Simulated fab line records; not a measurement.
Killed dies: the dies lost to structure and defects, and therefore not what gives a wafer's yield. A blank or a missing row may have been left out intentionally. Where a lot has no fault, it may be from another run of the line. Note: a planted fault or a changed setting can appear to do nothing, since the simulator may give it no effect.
Problem report in the 8D (eight disciplines) form, filled by code ; flow nand harc ; the parts of the form that need people (team, actions taken, sign-off) are left out

1. THE PROBLEM
At NHARC_A_ONON_D1_THK_MEAS_18, thk nm averages 1540 nm over 2 wafers from 2 lots, while fault-free wafers read 1003 nm, standard deviation 10. Relative to the usual mean, that is a shift of +54 standard deviations.
The step: measures by ellipsometry.
The first sign was on wafer L936.2 at day 11 00:43, on film metro-02. At this step, 40 wafers from 14 lots have a number in the record. The rule behind "out" and "out of limits": a value lying over 4 standard deviations away from the usual mean. The rest of the wafers with a number are treated as sound.

2. WHAT IT IS; WHAT IT IS NOT
question;is;is not
which readings at this step;thk nm;-
which lots;L936, L937;L924, L925, L927, L928, L929, L930, L931, L940, L941, L943, L944, L946
which wafers of those lots;L936.2, L937.4;L936.5, L937.5
read on which gauges;film metro-02;film metro-01
when;from day 11 00:43;"up to then (22 sound wafers); but 16 sound wafers of L937, L940, L941, L943, L944, L946 came after"

3. SUSPECTS, AND WHAT RULES EACH OUT
Counting: a tool at a process step up to the reading stays a suspect if it ran every lot that is out. Sound lots after the first of them don't rule it out here, since some wafers of a struck lot are sound.
- the gauge at NHARC_A_ONON_D1_THK_MEAS_18: ruled out. All the wafers that are out were read on film metro-02, but those of them that NHARC_END_SORT_01 has rows for are out there too, on other tools.
- pecvd onon-03 at NHARC_A_ONON_D1_DEP_16 (target thk 1000 nm): kept. It ran every lot that is out, first L936 (day 11 00:15); its last sound lot up to then is L931 (day 9 17:26).
After counting, what remains is pecvd onon-03 at NHARC_A_ONON_D1_DEP_16.

4. THE CAUSE (what the simulator had put in)
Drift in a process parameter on pecvd onon-03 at NHARC_A_ONON_D1_DEP_16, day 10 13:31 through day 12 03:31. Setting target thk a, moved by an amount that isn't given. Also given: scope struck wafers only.
Only this tool survived the counting.

5. SEQUENCE OF EFFECTS, ordered by route
Each row: a reading where the mean over the struck wafers with a number is more than 3 standard deviations away from the usual. Only readings whose record carries a usual standard deviation are examined. hours: median over the lots of the time between each lot's start at the first step of this table that gives one and its start at this step. sigmas: the change, counted in usual standard deviations.
hours;step;reading;usual;on struck wafers;change;sigmas
0;NHARC_A_ONON_D1_THK_MEAS_18;thk nm;1003 nm;1540;+536;+54
303;NHARC_END_SORT_01;killed at array;28;673;+645;+71
303;NHARC_END_SORT_01;killed dies;32;677;+645;+72
Later measuring or inspecting steps at which every struck wafer that the step has a row for has a number for every such reading, and none has moved that far: NHARC_A_ONON_D1_INSPECT_32.

6. HOW IT WOULD HAVE BEEN CAUGHT EARLIER
In this record the first reading out of limits at a measuring or inspecting step was taken at day 11 00:43, 11 hours after the fault began at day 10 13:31.
Of the lots that are out (2), L937 began NHARC_A_ONON_D1_DEP_16 on pecvd onon-03 after day 11 00:43. A tool hold placed at that time would have kept it from harm.
